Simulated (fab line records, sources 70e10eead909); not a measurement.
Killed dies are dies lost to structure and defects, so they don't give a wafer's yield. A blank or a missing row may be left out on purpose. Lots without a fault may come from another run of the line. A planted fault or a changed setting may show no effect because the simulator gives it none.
fab line records | flow nand_harc
record lots=12 wafers=36 last_day=34
route steps=1302 shown A_CHANNEL_HOLE_D1@463 A_CHANNEL_FILL_D1@507
lots that met no fault: from a run of the same line without faults
start_h: hours from the record's first day to the start of the lot's first wafer shown | wait_h: hours since the lot's step before | " the same as in the row above | L1.1+2: a row that stands for several wafers | - no value, or no start given | * or withheld: withheld | < > ~ a bound
route shown NAME@n: a module of which the file shows steps, and the number in the route of the first | usual: mean/standard deviation of fault-free wafers | same: alike in all rows | chamber/n: place in a boat | sites: the reading at each site | _std_site: their standard deviation | _edge_site: outer sites' mean less inner sites' | radius_mm: how far each site lies from the wafer's centre | mask NAME#n: copy n | behind: the tool/chamber that last shaped the wafer | hold: why the lot was held/for how many hours/how that ended | device: the transistor (n, p or np) that didn't switch | end of line: the same wafers' tests at the end of the route | a step without rows: its recipe alone | killed: dies lost to structure and defects at the first sort, not the wafer's yield | map: a wafer's dies, x killed, . not, _ none there
set.NAME: the setting as run; set.NAME@STEP: as run at that earlier step | model.NAME: the simulator's own value behind a step, which no gauge read
steps of the route over a sample of lots; a table a step, a row a wafer
services: from which hour (start_h, from the record's first day; less than 0 if before it) a tool's chamber was out of use, for how many hours, and why
## steps
# step NHARC_A_CHANNEL_HOLE_D1_OVL_MEAS_11
# usual overlay_x_nm=0.1/0.75 overlay_y_nm=0.3/0.66
# columns lot.wafer tool chamber start_h wait_h overlay_x_nm overlay_y_nm
L421.3 overlay-01 - 198.80 - 1.3 0.1
L421.4 " - " " 0.3 0.5
L421.5 " - " " 0.9 0.3
L422.1 overlay-02 - 213.01 - 0.4 -0.3
L422.3 " - " " -0.3 -0.3
L422.5 " - " " 0.0 0.2
L427.1 overlay-02 - 260.28 - -1.5 0.9
L427.3 " - " " -1.3 0.6
L427.5 " - " " -1.5 0.7
L428.3 overlay-02 - 267.47 - 1.6 0.0
L428.4 " - " " 1.6 0.2
L428.5 " - " " 1.4 -0.1
L431.1 overlay-02 - 293.67 - 0.1 0.8
L431.2 " - " " 0.3 0.5
L431.6 " - " " -0.1 0.7
L434.1 overlay-02 - 321.44 - 0.1 0.3
L434.2 " - " " 0.9 0.5
L434.4 " - " " -0.2 0.1
L435.3 overlay-02 - 339.89 - -0.1 -1.1
L435.5 " - " " -1.3 -0.4
L435.6 " - " " -0.8 -0.5
L437.1 overlay-01 - 363.15 - 0.5 1.0
L437.2 " - " " 0.1 0.8
L437.3 " - " " 0.7 1.0
L439.3 overlay-01 - 379.56 - -0.7 0.4
L439.5 " - " " -0.4 0.0
L439.6 " - " " 0.0 -0.3
L440.1 overlay-01 - 403.52 - 0.0 -0.3
L440.2 " - " " 0.2 -0.6
L440.6 " - " " 0.2 -0.2
L441.1 overlay-01 - 405.44 - -0.1 0.6
L441.2 " - " " -0.6 0.5
L441.6 " - " " -0.1 0.8
L442.3 overlay-01 - 407.16 - 0.1 1.0
L442.4 " - " " -0.1 0.8
L442.5 " - " " -0.4 1.7
# step NHARC_A_CHANNEL_HOLE_D1_ETCH_22
# recipe bias_v=3000 source_w=withheld pressure_mtorr=20 time_s=666.7 ar_flow_sccm=375 c4f8_flow_sccm=89.3 o2_flow_sccm=35.7 temp_c=-20 target_depth_a=16000 chemistry=C4F8/O2/Ar
# usual chamber_pressure_mTorr=20.003/0.017 drypump_motor_current_A=5.6/0.45 he_backside_leak_sccm=6.1/0.7 oes_air_line_au=1.000/0.02 showerhead_plenum_p_Torr=3.69/0.05 throttle_valve_pct=32.156/0.0096
# same time_s=666.7
# columns lot.wafer tool chamber start_h wait_h chamber_pressure_mTorr drypump_motor_current_A he_backside_leak_sccm oes_air_line_au rf_hours_counter_h showerhead_plenum_p_Torr throttle_valve_pct
L421.3 har_etch-02 1 201.14 0.4 20.027 5.4 6.0 0.948 - 3.76 32.145
L421.4 " 0 " " 20.008 6.3 6.3 1.032 - 3.76 32.152
L421.5 " 1 " " 20.033 5.4 6.2 0.935 - 3.76 32.152
L422.1 har_etch-01 0 215.16 0.4 20.010 5.7 6.2 0.997 104 3.72 32.150
L422.3 " 0 " " 20.031 5.7 6.1 0.999 - 3.72 32.173
L422.5 " 0 " " 20.007 5.7 5.9 1.014 - 3.72 32.148
L427.1 har_etch-02 1 262.44 0.4 19.997 5.5 5.5 0.973 348 3.74 32.159
L427.3 " 0 " " 20.001 6.3 7.2 1.008 - 3.74 32.158
L427.5 " 0 " " 20.004 6.3 7.1 1.011 - 3.74 32.170
L428.3 har_etch-02 1 269.80 0.4 20.006 5.5 5.8 1.008 - 3.74 32.152
L428.4 " 0 " " 19.988 6.3 6.8 0.977 - 3.74 32.153
L428.5 " 1 " " 20.026 5.5 6.0 1.014 - 3.74 32.162
L431.2 har_etch-02 1 295.84 0.4 20.006 5.5 5.8 0.997 364 3.73 32.157
L431.1 " 0 " " 19.993 6.3 6.7 0.987 364 3.73 32.158
L431.6 " 1 " " 20.007 5.4 6.0 1.016 - 3.73 32.154
L434.2 har_etch-01 1 325.39 0.4 19.992 5.1 5.4 0.997 169 3.61 32.182
L434.1 " 0 " " 19.976 5.7 6.3 0.974 169 3.69 32.164
L434.4 " 0 " " 19.978 5.7 6.3 1.033 - 3.69 32.161
L435.3 har_etch-02 1 344.58 0.4 20.005 5.4 6.2 0.992 - 3.71 32.156
L435.5 " 0 " " 20.022 6.3 7.3 0.976 - 3.71 32.149
L435.6 " 1 " " 19.994 5.4 6.4 0.973 - 3.71 32.143
L437.2 har_etch-01 0 365.68 0.4 20.040 5.7 6.1 1.062 187 3.68 32.157
L437.1 " 1 " " 20.009 5.1 6.1 0.991 187 3.60 32.153
L437.3 " 0 " " 20.014 5.7 6.2 1.048 - 3.68 32.137
L439.3 har_etch-01 0 384.18 0.4 19.980 5.7 5.8 1.031 - 3.67 32.149
L439.6 " 1 " " 20.003 5.1 5.5 1.011 - 3.59 32.159
L439.5 " 0 " " 19.979 5.7 6.1 1.056 - 3.67 32.144
L440.2 har_etch-01 1 405.67 0.4 20.008 5.2 5.9 1.009 210 3.59 32.161
L440.1 " 0 " " 20.008 5.7 6.1 1.011 210 3.67 32.170
L440.6 " 0 " " 20.010 5.7 5.9 1.027 - 3.67 32.159
L441.1 har_etch-02 1 409.36 0.4 20.022 5.4 5.0 1.007 4 3.70 32.142
L441.2 " 0 " " 20.004 6.3 5.5 1.021 4 3.70 32.175
L441.6 " 1 " " 19.991 5.4 4.8 0.975 - 3.70 32.134
L442.3 har_etch-01 0 410.02 0.4 20.021 5.7 5.9 0.999 - 3.66 32.142
L442.4 " 1 " " 19.997 5.1 5.8 0.991 - 3.58 32.150
L442.5 " 1 " " 19.979 5.1 5.7 0.965 - 3.58 32.150
# step NHARC_A_CHANNEL_FILL_D1_ALD_25
# recipe target_thk_a=600 pulse_time_s=10 ald_cycles=600 temp_c=300 material=SiOx
# usual ald_cycles=600/0 heater_power_w=472/63 precursor_pulse_height_rel=1.001/0.019
# columns lot.wafer tool chamber start_h wait_h ald_cycles heater_power_w precursor_pulse_height_rel since_wet_clean_h
L421.3 ald_hk-04 2 243.33 0.7 600 480 0.965 155
L421.4 " 0 244.58 1.9 600 384 0.980 157
L421.5 " 1 " " 600 474 1.024 -
L422.3 ald_hk-01 2 256.23 0.1 600 601 0.986 129
L422.1 " 0 257.47 1.3 600 409 1.017 131
L422.5 " 2 258.70 2.5 600 616 0.998 -
L427.3 ald_hk-04 1 308.32 0.5 628 470 1.010 42
L427.1 " 2 " " 600 521 0.982 43
L427.5 " 2 311.41 3.6 628 512 1.001 -
L428.3 ald_hk-04 2 313.40 0.1 628 513 1.002 47
L428.4 " 3 " " 600 477 1.013 48
L428.5 " 2 315.86 2.5 628 513 0.988 -
L431.1 ald_hk-02 1 337.58 0.7 600 493 1.013 159
L431.2 " 3 338.78 1.9 600 515 1.028 160
L431.6 " 1 339.99 3.1 600 491 1.017 -
L434.4 ald_hk-01 3 366.83 0.1 600 381 0.968 62
L434.1 " 1 368.05 1.3 600 452 1.011 63
L434.2 " 2 " " 600 581 1.005 64
L435.3 ald_hk-02 2 388.24 0.1 600 581 1.006 31
L435.5 " 2 390.68 2.5 600 556 1.038 -
L435.6 " 3 " " 600 502 0.996 -
L437.3 ald_hk-02 2 408.23 0.7 600 554 0.993 51
L437.1 " 3 " " 600 501 1.006 52
L437.2 " 0 " " 600 391 1.004 52
L439.3 ald_hk-04 3 428.90 1.3 600 493 1.030 163
L439.5 " 1 430.15 2.5 600 486 0.990 -
L439.6 " 2 " " 600 529 0.983 -
L440.1 ald_hk-04 1 446.99 0.1 600 470 0.992 2
L440.2 " 3 448.24 1.3 600 494 1.015 4
L440.6 " 1 449.49 2.6 600 475 0.988 -
L442.3 ald_hk-01 1 450.35 0.1 600 445 1.004 146
L442.4 " 0 452.19 1.9 600 412 1.024 147
L442.5 " 2 453.42 3.1 600 597 1.012 -
L441.2 ald_hk-04 3 451.36 1.1 600 502 0.999 7
L441.1 " 0 " " 600 415 0.998 7
L441.6 " 2 453.23 2.9 600 472 0.994 -
# step NHARC_A_CHANNEL_FILL_D1_STRIP_29
# recipe time_s=20 o2_flow_sccm=500 ar_flow_sccm=0 bias_w=0 chemistry=O2
# usual chamber_pressure_mTorr=60.00/0.059 drypump_motor_current_A=5.5/0.52 oes_product_au=0.994/0.011 rf_vpp_V=58.0/0.82 showerhead_plenum_p_Torr=3.54/0.13 throttle_valve_pct=17.037/0.009
# same time_s=20
# columns lot.wafer tool chamber start_h wait_h chamber_pressure_mTorr drypump_motor_current_A oes_product_au rf_hours_counter_h rf_vpp_V showerhead_plenum_p_Torr throttle_valve_pct
L421.3 rie_diel-13 1 - - 60.03 5.7 0.995 3 58.7 3.67 17.052
L421.4 " 3 " " 59.94 5.3 0.983 3 57.4 3.64 17.031
L421.5 " 2 " " 60.05 5.2 1.003 - 56.4 3.34 17.035
L422.3 rie_diel-12 2 - - 60.08 5.1 1.006 11 57.9 3.38 17.041
L422.1 " 1 " " 59.97 5.3 0.989 11 58.5 3.58 17.028
L422.5 " 3 " " 59.96 5.5 1.002 - 59.7 3.78 17.033
L427.1 rie_diel-04 2 - - 60.10 5.7 1.006 7 57.7 3.46 17.044
L427.3 " 0 " " 59.97 5.8 1.000 8 57.7 3.52 17.041
L427.5 " 1 " " 59.93 4.9 0.988 - 57.0 3.53 17.044
L428.3 rie_diel-04 2 - - 59.92 5.7 0.991 7 57.7 3.46 17.024
L428.4 " 3 " " 59.99 6.8 0.998 8 58.5 3.66 17.027
L428.5 " 2 " " 60.02 5.7 0.994 - 56.4 3.46 17.047
L431.1 rie_diel-04 2 - - 59.93 5.7 0.988 9 57.3 3.46 17.039
L431.2 " 0 " " 60.08 5.8 0.988 9 57.1 3.51 17.026
L431.6 " 2 " " 59.98 5.7 1.001 - 57.2 3.46 17.034
L434.4 rie_diel-13 1 - - 60.16 5.8 0.985 1 56.8 3.66 17.036
L434.2 " 3 " " 59.95 5.3 0.979 1 58.7 3.64 17.036
L434.1 " 0 " " 60.07 6.4 0.982 1 57.6 3.42 17.038
L435.3 rie_diel-13 0 - - 59.98 6.4 0.977 1 58.4 3.42 17.044
L435.6 " 0 " " 60.07 6.4 0.979 - 58.3 3.42 17.035
L435.5 " 1 " " 60.04 5.7 0.987 - 58.2 3.66 17.036
L437.3 rie_diel-04 3 - - 60.04 6.8 1.003 3 58.2 3.65 17.044
L437.2 " 0 " " 60.01 5.8 0.991 4 57.7 3.51 17.032
L437.1 " 1 " " 60.06 4.9 0.985 4 57.5 3.53 17.033
L439.3 rie_diel-12 2 - - 59.88 5.0 0.999 9 57.8 3.38 17.017
L439.6 " 1 " " 60.04 5.3 0.996 - 58.4 3.58 17.027
L439.5 " 2 " " 59.99 5.0 1.009 - 57.0 3.38 17.039
L440.2 rie_diel-13 3 452.77 0.1 60.00 5.3 0.992 4 58.5 3.64 17.045
L440.1 " 1 " " 60.03 5.8 0.987 4 57.9 3.66 17.040
L440.6 " 1 " " 60.04 5.7 0.991 - 58.2 3.66 17.044
L442.3 rie_diel-13 2 456.10 0.2 60.04 5.1 0.980 4 57.5 3.34 17.027
L442.5 " 3 " " 59.88 5.3 0.984 - 58.6 3.64 17.031
L442.4 " 1 " " 59.98 5.8 0.986 - 59.3 3.66 17.032
L441.2 rie_diel-12 3 - - 60.05 5.5 0.994 0 58.4 3.78 17.037
L441.1 " 0 " " 60.02 5.1 0.986 0 59.0 3.58 17.053
L441.6 " 2 " " 60.02 5.1 1.002 - 58.5 3.38 17.035
## services
# columns tool chamber start_h hours kind
rie_diel-04 - 177.90 9.0 pm
rie_diel-13 1 182.43 5.5 repair
rie_diel-12 3 209.05 13.6 repair
ald_hk-04 - 257.13 10.0 pm
ald_hk-04 0 257.13 10.0 vent_cycle
ald_hk-04 1 257.13 10.0 vent_cycle
ald_hk-04 2 257.13 10.0 vent_cycle
ald_hk-04 3 257.13 10.0 vent_cycle
rie_diel-13 1 258.98 5.0 repair
ald_hk-04 0 267.13 - clean
ald_hk-04 1 267.13 - clean
rie_diel-12 - 268.40 9.0 pm
ald_hk-04 - 277.71 0.5 repair
ald_hk-01 - 296.05 10.0 pm
rie_diel-13 - 342.00 9.0 pm
ald_hk-02 - 348.47 10.0 pm
rie_diel-04 - 354.90 9.0 pm
rie_diel-04 2 369.09 16.2 repair
har_etch-02 - 377.00 17.0 pm
rie_diel-12 0 409.71 5.0 repair
rie_diel-04 1 430.13 2.9 repair
rie_diel-04 1 435.31 17.9 repair
rie_diel-12 - 445.40 9.0 pm
rie_diel-13 0 448.59 13.3 repair
## key
first_sign step=NHARC_A_CHANNEL_FILL_D1_ALD_25 reading=ald_cycles direction=up sigmas=99+ usual=600 struck=628
effect none on later readings
met_at NHARC_A_CHANNEL_FILL_D1_ALD_25
struck_lots L427,L428
struck_wafers L427.3,L427.5,L428.3,L428.5
tester_left_out L427,L428
not_acting_at NHARC_A_CHANNEL_HOLE_D1_OVL_MEAS_11,NHARC_A_CHANNEL_HOLE_D1_ETCH_22,NHARC_A_CHANNEL_FILL_D1_STRIP_29
fault kind=process_parameter_drift tool=ald_hk-04 chamber=- onset_h=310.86 steps=NHARC_A_CHANNEL_FILL_D1_ALD_25 channel=ald_cycles offset=28 shape=step end_h=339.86 scope=struck_wafers_only acts_in=these_recipes_only stated=600
# tester_left_out: of these lots the tester's yield and bins aren't shown, on N5 and GAA mostly nor the transistor test; their killed dies are dies lost to structure and defects alone, not to doping, threshold or leakage, so they don't give the yield
